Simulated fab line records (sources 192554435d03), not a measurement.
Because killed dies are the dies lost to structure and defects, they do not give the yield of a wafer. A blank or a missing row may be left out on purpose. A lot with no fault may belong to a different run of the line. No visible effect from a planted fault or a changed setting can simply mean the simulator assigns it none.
Chamber matching    flow n5_finfet    4 sister chambers for N5_BEOL_M2_ETCH_74 on rie_diel-02
The step etches underlayer in N2/H2, target depth 6.5 nm, time 5.2 s. 8 wafers are shown with their chamber, then 12 later ones without.

WAFERS WITH THEIR CHAMBER
wafer   chamber  drypump_motor_current_A (A)  showerhead_plenum_p_Torr (Torr)
L086.5  1        6.5                          2.70
L088.6  0        6.2                          2.61
L089.1  3        6.0                          2.69
L089.3  1        6.5                          2.70
L089.5  2        5.7                          2.57
L091.1  0        6.3                          2.61
L091.5  2        5.7                          2.57
L091.6  3        6.0                          2.68

WAFERS WITH NO CHAMBER GIVEN
wafer   drypump_motor_current_A (A)  showerhead_plenum_p_Torr (Torr)
L092.4  6.5                          2.70
L092.5  6.0                          2.68
L092.6  5.6                          2.57
L093.2  6.5                          2.70
L093.4  6.3                          2.61
L093.5  5.7                          2.57
L095.1  6.2                          2.61
L095.4  6.5                          2.70
L095.5  6.5                          2.70
L097.4  6.0                          2.68
L097.5  6.3                          2.61
L097.6  6.5                          2.69

WHICH CHAMBER EACH ONE RAN IN
wafer   from the rows above  in truth
L092.4  1                    1
L092.5  3                    3
L092.6  2                    2
L093.2  1                    1
L093.4  0                    0
L093.5  2                    2
L095.1  0                    0
L095.4  1                    1
L095.5  1                    1
L097.4  3                    3
L097.5  0                    0
L097.6  1                    1
Correctly placed: 12 of 12. From these rows, 0 cannot be placed. Wrongly placed: 0.
How it was worked out, from the rows above alone: a wafer's distance from a chamber is the root of the sum, over the readings, of the square of ((its reading less the chamber's mean) divided by the reading's scatter). If the next closest chamber is less than 2 further off than the closest, the wafer can't be placed; otherwise it belongs to the closest. For every chamber, the mean is computed from those of its wafers that are shown. How the scatter is found: for the shown wafers, subtract from each reading the mean of its chamber, square and add these, divide the total by (wafers less chambers), then take the root.
